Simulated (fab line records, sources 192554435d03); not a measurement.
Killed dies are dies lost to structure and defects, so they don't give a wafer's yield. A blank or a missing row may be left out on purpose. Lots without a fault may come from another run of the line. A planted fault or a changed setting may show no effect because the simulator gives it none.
fab line records | flow n5_finfet
record lots=7 wafers=18 last_day=18
route steps=1938 shown SDB@348 BEOL_M4@1111 PASSIVATION@1936
lots that met no fault: from a run of the same line without faults
start_h: hours from the record's first day to the start of the lot's first wafer shown | wait_h: hours since the lot's step before | " the same as in the row above | L1.1+2: a row that stands for several wafers | - no value, or no start given | * or withheld: withheld | < > ~ a bound
route shown NAME@n: a module of which the file shows steps, and the number in the route of the first | usual: mean/standard deviation of fault-free wafers | same: alike in all rows | chamber/n: place in a boat | sites: the reading at each site | _std_site: their standard deviation | _edge_site: outer sites' mean less inner sites' | radius_mm: how far each site lies from the wafer's centre | mask NAME#n: copy n | behind: the tool/chamber that last shaped the wafer | hold: why the lot was held/for how many hours/how that ended | device: the transistor (n, p or np) that didn't switch | end of line: the same wafers' tests at the end of the route | a step without rows: its recipe alone | killed: dies lost to structure and defects at the first sort, not the wafer's yield | map: a wafer's dies, x killed, . not, _ none there
set.NAME: the setting as run; set.NAME@STEP: as run at that earlier step | model.NAME: the simulator's own value behind a step, which no gauge read
lots at some steps of the route; a table a step, a row a wafer
services: from which hour (start_h, from the record's first day; less than 0 if before it) a tool's chamber was out of use, for how many hours, and why
## steps
# step N5_SDB_COAT_03
# recipe resist=SOC temp_c=250 time_s=60 spin_rpm=1500 resist_thk_nm=100
# step N5_SDB_COAT_04
# recipe resist=SiARC temp_c=220 time_s=60 spin_rpm=1500 resist_thk_nm=18
# step N5_SDB_COAT_05
# recipe resist=CAR-ArF spin_rpm=1500 resist_thk_nm=90
# step N5_SDB_EBR_07
# recipe solvent=PGMEA ebr_width_mm=1.5
# step N5_SDB_SOFTBAKE_06
# recipe temp_c=110 time_s=60 resist=CAR-ArF
# step N5_SDB_EXPOSE_08
# recipe mask_id=SDB na=1.35 source_shape=conventional sigma_outer=0.5 polarization=unpolarized dose_mj=49.6
# step N5_SDB_PEB_09
# recipe peb_temp_c=withheld peb_time_s=60 resist=CAR-ArF
# step N5_SDB_DEVELOP_10
# recipe develop_time_s=30 developer=TMAH resist=CAR-ArF rinse_liquid=diw dry=air_spin dev_temp_c=23
# step N5_SDB_CD_MEAS_11
# recipe target_cd_nm=50 landing_energy_ev=500 detector=se_inlens polarity=opening
# usual cd_nm=50.3/1.2
# columns lot.wafer tool chamber start_h wait_h cd_nm
L313.4 cd_sem-03 0 75.51 - 48.8
L313.5 " 0 " " 50.4
L313.6 " 0 " " 51.1
L316.1 cd_sem-01 0 97.33 - 50.6
L316.5 " 0 " " 48.7
L316.6 " 0 " " 49.6
L326.1 cd_sem-03 0 155.69 - 49.8
L326.3 " 0 " " 50.4
L328.2 cd_sem-02 0 167.85 - 49.6
L328.5 " 0 " " 51.2
L330.2 cd_sem-01 0 182.32 - 49.2
L330.3 " 0 " " 49.7
L331.1 cd_sem-03 0 184.80 - 49.5
L331.5 " 0 " " 49.1
L331.6 " 0 " " 49.1
L334.1 cd_sem-03 0 204.47 - 48.7
L334.3 " 0 " " 49.8
L334.6 " 0 " " 51.2
# step N5_SDB_OVL_MEAS_12
# recipe points_per_wafer=44
# usual SDB_OVL=-0.1/0.78
# columns lot.wafer tool chamber start_h wait_h SDB_OVL[nm]
L313.4 overlay-01 0 75.54 0.0 -1.0
L313.5 " 0 " " -0.9
L313.6 " 0 " " -0.2
L316.1 overlay-02 0 97.36 0.0 -0.7
L316.5 " 0 " " 0.3
L316.6 " 0 " " 0.0
L326.1 overlay-01 0 155.72 0.0 0.1
L326.3 " 0 " " 0.7
L328.2 overlay-01 0 167.88 0.0 0.0
L328.5 " 0 " " 1.3
L330.2 overlay-02 0 182.35 0.0 -0.2
L330.3 " 0 " " -1.3
L331.1 overlay-02 0 184.83 0.0 0.2
L331.5 " 0 " " -0.6
L331.6 " 0 " " -0.8
L334.1 overlay-01 0 204.50 0.0 -0.3
L334.3 " 0 " " 0.0
L334.6 " 0 " " 0.7
# step N5_SDB_INSPECT_13
# recipe mode=adi inspect_instrument=brightfield
# usual raw_defect_count=77/33
# columns lot.wafer tool chamber start_h wait_h raw_defect_count
L313.4 defect_inspect-02 - 75.57 0.0 202
L313.5 " - " " 89
L313.6 " - " " 159
L316.1 defect_inspect-02 - 97.38 0.0 105
L316.5 " - " " 73
L316.6 " - " " 43
L326.1 defect_inspect-02 - 155.75 0.0 76
L326.3 " - " " 80
L328.2 defect_inspect-01 - 167.90 0.0 65
L328.5 " - " " 73
L330.2 defect_inspect-01 - 182.38 0.0 92
L330.3 " - " " 202
L331.1 defect_inspect-02 - 184.85 0.0 56
L331.5 " - " " 86
L331.6 " - " " 59
L334.1 defect_inspect-02 - 204.52 0.0 59
L334.3 " - " " 79
L334.6 " - " " 76
# step N5_SDB_DESCUM_16
# recipe chemistry=O2 time_s=7.9 source_power_w=50 bias_power_w=20 pressure_mtorr=20 rf_frequency_hz=2.712e+07 temp_c=40 resist=CAR-ArF o2_flow_sccm=225
# usual drypump_motor_current_A=5.6/0.44 oes_product_au=0.80/0.097 rf_vpp_V=243.3/1.1 showerhead_plenum_p_Torr=2.10/0.062 throttle_valve_pct=20.25/0.3
# columns lot.wafer tool chamber start_h wait_h drypump_motor_current_A oes_product_au rf_hours_counter_h rf_vpp_V showerhead_plenum_p_Torr throttle_valve_pct
L313.4 rie_diel-04 3 75.94 0.4 5.6 0.71 206 245.2 2.17 20.59
L313.5 " 3 " " 5.6 0.71 - 244.6 2.17 20.60
L313.6 " 0 " " 5.8 0.70 - 242.1 2.06 20.60
L316.1 rie_diel-04 1 97.42 0.0 5.2 0.69 248 241.8 1.98 20.71
L316.5 " 3 " " 5.6 0.71 - 242.6 2.16 20.63
L316.6 " 0 " " 5.9 0.69 - 242.4 2.06 20.63
L326.1 rie_diel-04 0 155.78 0.0 5.8 0.68 246 244.3 2.05 20.66
L326.3 " 1 " " 5.2 0.92 12 244.6 2.24 20.17
L328.2 rie_diel-04 1 167.94 0.0 5.2 0.92 17 243.5 2.24 20.20
L328.5 " 3 " " 5.6 0.70 - 245.4 2.15 20.66
L330.2 rie_diel-04 0 182.41 0.0 5.9 0.99 0 242.3 2.05 20.40
L330.3 " 2 " " 5.0 0.86 54 243.1 2.13 20.14
L331.1 rie_diel-01 3 185.50 0.7 4.8 0.76 97 243.6 2.07 19.77
L331.5 " 0 " " 5.6 0.72 - 244.0 2.17 20.25
L331.6 " 1 " " 5.5 0.92 - 243.3 2.16 19.97
L334.1 rie_diel-01 1 204.56 0.0 5.5 0.91 19 243.7 2.15 20.00
L334.3 " 2 " " 5.6 0.90 36 244.3 2.13 20.31
L334.6 " 3 " " 4.8 0.77 - 244.7 2.07 19.77
# step N5_SDB_ETCH_17
# recipe chemistry=CF4 target=SiARC target_depth_a=234 mask_material=CAR-ArF time_s=39 ion_energy_ev=80 pressure_mtorr=40 source_w=545 bias_w=36 Ar_flow_sccm=100 cf4_flow_sccm=100 ends=cleared
# usual drypump_motor_current_A=5.6/0.43 etch_rf_on_time_s=39.1/1.3 oes_product_au=0.68/0.081 rf_vpp_V=184.1/0.98 showerhead_plenum_p_Torr=2.16/0.058 throttle_valve_pct=15.5/0.34
# columns lot.wafer tool chamber start_h wait_h drypump_motor_current_A etch_rf_on_time_s oes_product_au rf_hours_counter_h rf_vpp_V showerhead_plenum_p_Torr throttle_valve_pct
L313.4 rie_diel-04 3 75.98 0.0 5.6 36.9 0.63 207 185.6 2.22 15.8
L313.5 " 3 " " 5.6 36.9 0.63 - 186.0 2.22 15.8
L313.6 " 0 " " 5.8 39.7 0.59 - 184.0 2.13 16.0
L316.1 rie_diel-04 1 97.45 0.0 5.1 37.4 0.60 248 183.9 2.04 15.9
L316.5 " 3 " " 5.6 37.1 0.63 - 185.9 2.22 15.8
L316.6 " 0 " " 5.9 40.3 0.58 - 183.4 2.12 16.0
L326.1 rie_diel-04 0 155.81 0.0 5.9 39.5 0.57 246 184.2 2.11 16.0
L326.3 " 1 " " 5.2 29.6 0.94 12 184.8 2.29 15.4
L328.2 rie_diel-04 1 167.97 0.0 5.2 29.8 0.93 17 184.9 2.28 15.4
L328.5 " 3 " " 5.6 36.5 0.61 - 184.2 2.21 15.9
L330.2 rie_diel-04 0 182.45 0.0 5.9 30.6 0.96 0 183.8 2.11 15.6
L330.3 " 2 " " 5.0 30.0 0.84 54 184.2 2.17 15.2
L331.1 rie_diel-01 3 185.54 0.0 4.8 38.9 0.66 97 184.7 2.15 15.1
L331.5 " 0 " " 5.7 39.6 0.62 - 184.1 2.22 15.6
L331.6 " 1 " " 5.5 40.4 0.78 - 185.0 2.18 15.1
L334.1 rie_diel-01 1 204.59 0.0 5.5 39.6 0.76 19 184.5 2.18 15.1
L334.3 " 2 " " 5.6 37.8 0.76 36 184.5 2.18 15.4
L334.6 " 3 " " 4.8 38.4 0.67 - 185.6 2.15 15.2
# step N5_SDB_ETCH_18
# recipe chemistry=N2/H2 target=SOC target_depth_a=1000 overetch_a=200 mask_material=SiARC temp_c=40 time_s=150 ion_energy_ev=200 pressure_mtorr=30 source_w=840 bias_w=150 n2_flow_sccm=200 h2_flow_sccm=200
# usual drypump_motor_current_A=5.6/0.44 oes_product_au=0.71/0.084 rf_vpp_V=524.5/2.1 showerhead_plenum_p_Torr=2.56/0.075 throttle_valve_pct=17.70/0.24
# columns lot.wafer tool chamber start_h wait_h drypump_motor_current_A oes_product_au rf_hours_counter_h rf_vpp_V showerhead_plenum_p_Torr throttle_valve_pct
L313.4 rie_diel-04 3 76.01 0.0 5.6 0.64 207 526.3 2.63 17.99
L313.5 " 3 " " 5.6 0.64 - 526.5 2.63 17.98
L313.6 " 0 " " 5.9 0.63 - 523.6 2.49 17.89
L316.1 rie_diel-04 1 97.49 0.0 5.1 0.61 248 521.4 2.42 18.18
L316.5 " 3 " " 5.6 0.63 - 525.9 2.62 18.00
L316.6 " 0 " " 5.9 0.62 - 521.8 2.49 17.90
L326.1 rie_diel-04 0 155.85 0.0 5.9 0.60 246 522.2 2.48 17.95
L326.3 " 1 " " 5.2 0.83 12 529.8 2.74 17.65
L328.2 rie_diel-04 1 168.01 0.0 5.2 0.82 17 528.7 2.73 17.67
L328.5 " 3 " " 5.6 0.62 - 526.6 2.61 18.05
L330.2 rie_diel-04 0 182.48 0.0 5.9 0.88 0 522.4 2.48 17.57
L330.3 " 2 " " 5.0 0.75 54 524.7 2.59 17.71
L331.1 rie_diel-01 3 185.57 0.0 4.8 0.71 97 525.5 2.57 17.55
L331.5 " 0 " " 5.7 0.65 - 525.4 2.64 17.69
L331.6 " 1 " " 5.5 0.82 - 526.1 2.59 17.25
L334.1 rie_diel-01 1 204.63 0.0 5.6 0.80 19 525.7 2.59 17.28
L334.3 " 2 " " 5.6 0.78 36 525.2 2.59 17.68
L334.6 " 3 " " 4.8 0.69 - 523.9 2.56 17.55
# step N5_BEOL_M4_RC_MEAS_101
# usual DIBL_N=36.2/2.2 DIBL_P=36.5/3 IOFF_N=0.16/0.039 IOFF_P=0.22/0.047 ION_N=675/15 ION_P=463/10 SS_N=71.6/0.71 SS_P=73.4/0.94 VT_N=250/3.6 VT_P=-250/3.9
# columns lot.wafer tool chamber start_h wait_h DIBL_N[mV/V] DIBL_P[mV/V] IOFF_N[nA/um] IOFF_P[nA/um] ION_N[uA/um] ION_P[uA/um] SS_N[mV/dec] SS_P[mV/dec] VT_N[mV] VT_P[mV]
L313.4 prober-02 0 169.66 0.5 38.1 38.6 0.17 0.26 667 463 72.4 74.0 249 -246
L313.5 " 0 " " 38.4 38.9 0.20 0.27 676 465 71.6 74.4 248 -246
L313.6 " 0 " " 35.7 35.0 0.14 0.19 675 466 71.4 73.2 251 -250
L316.1 prober-01 0 189.21 0.0 38.1 37.1 0.20 0.24 677 459 71.7 73.6 246 -247
L316.5 " 0 " " 36.4 34.5 0.16 0.20 662 455 71.9 72.7 249 -251
L316.6 " 0 " " 37.4 37.4 0.17 0.26 683 471 71.5 72.5 248 -246
L326.1 prober-01 0 274.10 0.0 37.9 35.5 0.14 0.19 659 453 71.6 74.8 253 -252
L326.3 " 0 " " 34.2 31.7 0.10 0.14 668 456 70.4 73.0 256 -254
L328.2 prober-02 0 280.30 0.2 34.7 33.9 0.14 0.17 669 451 71.6 72.9 249 -255
L328.5 " 0 " " 36.7 37.9 0.19 0.25 703 483 71.9 73.2 246 -247
L331.1 prober-01 0 286.71 0.0 37.5 38.6 0.20 0.27 690 479 72.5 74.1 246 -246
L331.5 " 0 " " 35.1 35.7 0.15 0.24 664 463 71.5 73.5 251 -247
L331.6 " 0 " " 35.6 35.9 0.15 0.22 662 453 72.2 72.6 249 -248
L330.2 prober-02 0 289.77 0.2 34.5 34.9 0.15 0.23 695 480 71.0 72.4 246 -243
L330.3 " 0 " " 35.0 35.5 0.16 0.24 670 475 71.6 73.1 247 -246
L334.1 prober-01 0 320.94 0.0 35.6 36.6 0.16 0.21 669 460 72.2 72.8 250 -250
L334.3 " 0 " " 35.7 37.9 0.18 0.23 693 476 71.6 73.7 247 -250
L334.6 " 0 " " 36.3 39.2 0.19 0.26 685 473 72.2 73.8 248 -248
# step N5_PASSIVATION_PROBE_49
# usual defect_limited_yield=91.5/1.5 killed_at_M0_to_M3=32/10 killed_at_M4_up=13/4.9 killed_at_contacts=13/6.1 killed_at_front_end=38/11 killed_at_other=3/3.2 killed_dies=101/18 killed_open=66/13 killed_short=32/8.3 sort_bin_5_function=5.0/1 sort_bin_6_memory=3.2/0.74 sort_bin_8_speed=0.1/1.1 sort_n_pass=1078/22
# same gross_dies=1180 killed_at_back_side=0 sort_bin_4_leakage[%]=0
# columns lot.wafer tool chamber start_h wait_h defect_limited_yield[%] killed_at_M0_to_M3 killed_at_M4_up killed_at_contacts killed_at_front_end killed_at_other killed_dies killed_open killed_short sort_bin_5_function[%] sort_bin_6_memory[%] sort_bin_8_speed[%] sort_n_pass
L326.1 prober-01 - 386.40 0.0 92.7 30 18 8 28 2 86 59 24 4.8 2.2 0 1094
L326.3 prober-01 - 386.50 0.1 92.0 28 20 13 33 0 94 62 31 4.8 2.8 0 1086
L328.2 prober-02 - 386.76 0.1 93.2 29 7 11 33 0 80 53 26 3.8 3.0 0 1100
L328.5 prober-02 - 386.91 0.2 91.2 37 15 11 35 6 104 69 34 5.1 3.2 0 1076
L330.2 prober-01 - 406.21 0.1 91.9 35 14 5 36 5 95 67 28 4.9 2.9 0 1085
L330.3 prober-01 - 406.26 0.1 92.2 30 10 16 35 1 92 67 16 3.9 3.1 0 1088
# killed by level:class
L326.1 FIN_SAQP:geometric_particle:open=8 BEOL_M0_SAQP:geometric_particle:short=7 STI_FIN_REVEAL:geometric_particle:open=7 MOL_CONTACT_COAG:geometric_particle:open=7 BEOL_M1:geometric_particle:open=7 BEOL_M5:geometric_particle:open=6 BEOL_M0_SAQP:geometric_particle:open=5 BEOL_M3:geometric_particle:open=4
L326.3 BEOL_M4:geometric_particle:open=13 MOL_CONTACT_COAG:geometric_particle:open=7 MOL_CONTACT_COAG:geometric_particle:short=6 STARTING-WAFER:geometric_particle:open=6 STI_FIN_REVEAL:geometric_particle:open=5 BEOL_M0:geometric_particle:open=5 BEOL_M2:geometric_particle:open=5 BEOL_M3:geometric_particle:open=5
L328.2 BEOL_M0_SAQP:geometric_particle:short=11 MOL_CONTACT_COAG:geometric_particle:open=9 STI_FIN_REVEAL:geometric_particle:open=5 DUMMY_GATE:geometric_particle:open=5 BEOL_M1:geometric_particle:open=5 BEOL_M3:geometric_particle:open=5 BEOL_M0_SAQP:geometric_particle:open=4 GATE_CUT:geometric_particle:short=4
L328.5 BEOL_M0_SAQP:geometric_particle:open=16 BEOL_M0_SAQP:geometric_particle:short=12 MOL_CONTACT_COAG:geometric_particle:open=9 FIN_SAQP:geometric_particle:open=6 BEOL_M3:geometric_particle:open=6 STI_FIN_REVEAL:geometric_particle:open=5 BEOL_M5:geometric_particle:open=5 DUMMY_GATE:geometric_particle:open=4
L330.2 STI_FIN_REVEAL:geometric_particle:open=15 BEOL_M3:geometric_particle:open=10 BEOL_M1:geometric_particle:open=8 GATE_CUT:geometric_particle:short=6 BEOL_M4:geometric_particle:open=6 MOL_CONTACT_COAG:geometric_particle:open=4 BEOL_M0_SAQP:geometric_particle:open=4 BEOL_M0_SAQP:geometric_particle:short=4
L330.3 STI_FIN_REVEAL:geometric_particle:open=14 MOL_CONTACT_COAG:geometric_particle:open=14 BEOL_M1:geometric_particle:open=10 HKMG_FIN:area_etch=9 BEOL_M0_SAQP:geometric_particle:open=7 BEOL_M0_SAQP:geometric_particle:short=5 BEOL_M2:geometric_particle:open=5 BEOL_M4:geometric_particle:open=4
## services
# columns tool chamber start_h hours kind
rie_diel-01 2 80.94 - clean
rie_diel-01 2 80.94 - consumable_replace:focus_ring
rie_diel-01 2 80.94 28.7 scheduled_down
rie_diel-01 2 80.94 28.7 vent_cycle
rie_diel-04 2 84.75 13.7 repair
rie_diel-04 1 101.89 - clean
rie_diel-04 1 101.89 - consumable_replace:focus_ring
rie_diel-04 1 101.89 - consumable_replace:showerhead
rie_diel-04 1 101.89 14.8 scheduled_down
rie_diel-04 1 101.89 14.8 vent_cycle
rie_diel-01 0 114.92 6.0 repair
rie_diel-01 1 139.95 - clean
rie_diel-01 1 139.95 - consumable_replace:focus_ring
rie_diel-01 1 139.95 16.9 scheduled_down
rie_diel-01 1 139.95 16.9 vent_cycle
rie_diel-04 0 165.14 - clean
rie_diel-04 0 165.14 - consumable_replace:focus_ring
rie_diel-04 0 165.14 17.2 scheduled_down
rie_diel-04 0 165.14 17.2 vent_cycle
rie_diel-04 1 173.76 7.8 repair
rie_diel-04 3 182.36 - clean
rie_diel-04 3 182.36 - consumable_replace:focus_ring
rie_diel-04 3 182.36 21.1 scheduled_down
rie_diel-04 3 182.36 21.1 vent_cycle
## key
first_sign step=N5_SDB_ETCH_17 reading=etch_rf_on_time_s direction=down sigmas=6.9 usual=* struck=*
effect none on later readings
met_at N5_SDB_ETCH_17
struck_wafers L326.3,L328.2,L330.2,L330.3
onset_between 97.45 155.81
fault kind=process_parameter_drift tool=rie_diel-04 chamber=- onset_h=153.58 steps=N5_SDB_ETCH_17 channel=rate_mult offset=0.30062 shape=step end_h=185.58 scope=struck_wafers_only
